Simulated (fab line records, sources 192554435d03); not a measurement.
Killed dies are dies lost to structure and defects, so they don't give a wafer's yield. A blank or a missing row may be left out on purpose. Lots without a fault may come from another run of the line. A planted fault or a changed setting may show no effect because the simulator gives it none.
Chamber matching | flow n5_finfet | N5_BEOL_M11_ETCH_66 on rie_diel-02: 4 sister chambers
The step etches SOC in N2/H2, target depth 120 nm, overetch 24 nm, time 180 s. 20 wafers are shown with their chamber, then 10 later ones without.

WAFERS WITH THEIR CHAMBER
wafer  | chamber | showerhead_plenum_p_Torr (Torr) | throttle_valve_pct (%) | oes_product_au (a.u.)
L075.1 | 2       | 2.60                            | 17.53                  | 0.70
L075.4 | 0       | 2.51                            | 18.19                  | 0.56
L075.5 | 0       | 2.51                            | 18.20                  | 0.56
L080.2 | 3       | 2.70                            | 17.74                  | 0.71
L080.3 | 0       | 2.50                            | 18.20                  | 0.55
L080.4 | 1       | 2.57                            | 17.49                  | 0.65
L081.1 | 0       | 2.50                            | 18.22                  | 0.54
L081.3 | 3       | 2.70                            | 17.72                  | 0.70
L081.6 | 0       | 2.50                            | 18.22                  | 0.55
L083.3 | 0       | 2.50                            | 18.21                  | 0.55
L083.4 | 3       | 2.70                            | 17.74                  | 0.70
L083.5 | 2       | 2.60                            | 17.55                  | 0.69
L084.1 | 1       | 2.57                            | 17.51                  | 0.65
L084.2 | 2       | 2.59                            | 17.55                  | 0.68
L084.5 | 0       | 2.50                            | 18.22                  | 0.55
L087.2 | 1       | 2.56                            | 17.56                  | 0.65
L087.4 | 3       | 2.70                            | 17.76                  | 0.68
L087.6 | 2       | 2.59                            | 17.57                  | 0.66
L090.1 | 2       | 2.59                            | 17.59                  | 0.67
L090.2 | 1       | 2.56                            | 17.54                  | 0.63

SIGNATURES (means of the wafers above)
reading                  | chamber 0 | chamber 1 | chamber 2 | chamber 3 | scatter within a chamber
showerhead_plenum_p_Torr | 2.5029    | 2.5650    | 2.5940    | 2.7000    | 0.00476
throttle_valve_pct       | 18.2086   | 17.5250   | 17.5580   | 17.7400   | 0.0204
oes_product_au           | 0.5514    | 0.6450    | 0.6800    | 0.6975    | 0.0113
Rule: a wafer's distance from a chamber is the root of the sum, over the readings, of the square of ((its reading less the chamber's mean) divided by the reading's scatter). The wafer belongs to the nearest chamber; if the next one is less than 2 further off, it can't be placed. The scatter: the root of (the sum of the squares of (reading less its chamber's mean) over the shown wafers, divided by (wafers less chambers)).

WAFERS WITHOUT THEIR CHAMBER
wafer  | showerhead_plenum_p_Torr (Torr) | throttle_valve_pct (%) | oes_product_au (a.u.)
L090.6 | 2.59                            | 17.58                  | 0.67
L092.1 | 2.69                            | 17.78                  | 0.68
L092.2 | 2.56                            | 17.55                  | 0.63
L092.4 | 2.59                            | 17.59                  | 0.67
L096.1 | 2.55                            | 17.58                  | 0.62
L096.4 | 2.49                            | 17.78                  | 0.76
L096.5 | 2.58                            | 17.61                  | 0.65
L094.1 | 2.55                            | 17.57                  | 0.63
L094.3 | 2.49                            | 17.80                  | 0.77
L094.6 | 2.55                            | 17.56                  | 0.63

WHICH CHAMBER EACH WENT THROUGH
wafer  | from the rows above     | in truth
L090.6 | 2                       | 2
L092.1 | 3                       | 3
L092.2 | 1                       | 1
L092.4 | 2                       | 2
L096.1 | 1                       | 1
L096.4 | 1                       | 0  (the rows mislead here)
L096.5 | can't be placed: 2 or 1 | 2
L094.1 | 1                       | 1
L094.3 | 1                       | 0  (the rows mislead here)
L094.6 | 1                       | 1
Placed correctly: 7 of 10. Can't be placed from these rows: 1 (the true chamber is among the candidates in 1). Placed wrongly: 2.
